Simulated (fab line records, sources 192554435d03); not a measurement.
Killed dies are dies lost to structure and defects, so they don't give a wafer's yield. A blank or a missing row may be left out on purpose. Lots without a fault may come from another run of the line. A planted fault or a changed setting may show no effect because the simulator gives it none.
Problem report in the 8D (eight disciplines) form, filled by code | flow n5_finfet | the parts of the form that need people (team, actions taken, sign-off) are left out

1. THE PROBLEM
killed_at_M4_up at N5_PASSIVATION_PROBE_49 reads a mean of 149 on 1 wafer of 1 lot; wafers without a fault read 13 with a standard deviation of 4.8. That is +28 standard deviations from the usual mean.
First seen on wafer L617.3, day 17 17:32, on prober-01. The record holds 3 wafers of 1 lot with a number at this step. Rule for "out", or "out of limits": more than 4 standard deviations from the usual mean. The other wafers with a number count as sound.

2. WHAT IT IS AND WHAT IT IS NOT
question                    | is                                                                                                   | is not
which readings at this step | killed_at_M4_up, defect_limited_yield, killed_dies, sort_bin_5_function, sort_n_pass, sort_yield_pct | killed_at_M0_to_M3, killed_at_contacts, killed_at_front_end, killed_at_other, killed_open, killed_short, sort_bin_6_memory
which lots                  | L617                                                                                                 | -
which wafers of those lots  | L617.3                                                                                               | L617.1, L617.4
read on which tools         | prober-01                                                                                            | -
when                        | from day 17 17:32                                                                                    | up to then (1 sound wafer); but 1 sound wafer of L617 came after

3. SUSPECTS, AND WHAT RULES EACH OUT
Counting: a tool at a process step up to the reading stays a suspect if it ran every lot that is out. Sound lots after the first of them don't rule it out here, since some wafers of a struck lot are sound.
- ald_metal-04 at N5_BEOL_M5_ALD_86 (deposits TaN, pulse time 2 s, purge time 3 s, co reactant purge time 2 s): kept. It ran the lot that is out, L617 (day 13 15:37).
- pvd_sputter-02 at N5_MIM_TOP_DEGAS_04 (time 60 s): kept. It ran the lot that is out, L617 (day 17 02:29).
- rie_diel-05 at N5_MIM_BOT_LITHO_DESCUM_10 (chemistry O2, time 7.9 s): kept. It ran the lot that is out, L617 (day 17 03:53).
- prober-01 at N5_PASSIVATION_PROBE_49: kept. It ran the lot that is out, L617 (day 17 17:26). Its own readings are out on those wafers: defect_limited_yield, killed_at_M4_up, killed_dies, sort_bin_5_function, sort_n_pass, sort_yield_pct.
- Within ald_metal-04 at N5_BEOL_M5_ALD_86: the wafers that are out ran in chamber 3; their sound lot-mates ran in chambers 0, 2.
Left after counting: ald_metal-04 at N5_BEOL_M5_ALD_86, pvd_sputter-02 at N5_MIM_TOP_DEGAS_04, rie_diel-05 at N5_MIM_BOT_LITHO_DESCUM_10, prober-01 at N5_PASSIVATION_PROBE_49.

4. THE CAUSE (what the simulator had put in)
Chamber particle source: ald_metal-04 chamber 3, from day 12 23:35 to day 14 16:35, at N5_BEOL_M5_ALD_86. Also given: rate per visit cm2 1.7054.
Counting left 4 suspects, and this tool is among them.

5. THE CHAIN OF EFFECTS, in route order
Each row: a reading whose mean over the struck wafers that have a number lies more than 3 standard deviations from the usual. Only readings for which the record gives a usual standard deviation are gone through. hours: the time from each lot's start at the first step in this table that gives one to its start at this step, as a median over the lots. sigmas: the change in usual standard deviations.
hours | step                    | reading              | usual  | on struck wafers | change | sigmas
0     | N5_PASSIVATION_PROBE_49 | defect_limited_yield | 91.3 % | 80.7             | -10.6  | -7.6
0     | N5_PASSIVATION_PROBE_49 | killed_at_M4_up      | 13     | 149              | +136   | +28
0     | N5_PASSIVATION_PROBE_49 | killed_dies          | 103    | 228              | +125   | +7.8
0     | N5_PASSIVATION_PROBE_49 | sort_bin_5_function  | 5.1 %  | 11.3             | +6.2   | +6.5
0     | N5_PASSIVATION_PROBE_49 | sort_n_pass          | 1077   | 952              | -125   | -7.8
0     | N5_PASSIVATION_PROBE_49 | sort_yield_pct       | 91.3 % | 80.7             | -10.6  | -7.6
The process steps in it:
- N5_PASSIVATION_PROBE_49

6. WHAT WOULD HAVE CAUGHT IT SOONER
In this record the first reading out of limits was taken at day 17 17:32, 114 hours after the fault began at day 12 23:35.
Of the tool readings at N5_BEOL_M5_ALD_86 for which the record gives a usual standard deviation, none was out on any struck wafer, so an alarm limit of 4 standard deviations on them would not have fired.
All the lots that are out (1) had begun N5_BEOL_M5_ALD_86 on ald_metal-04 by day 17 17:32. A hold on the tool at that time would have spared none of them.
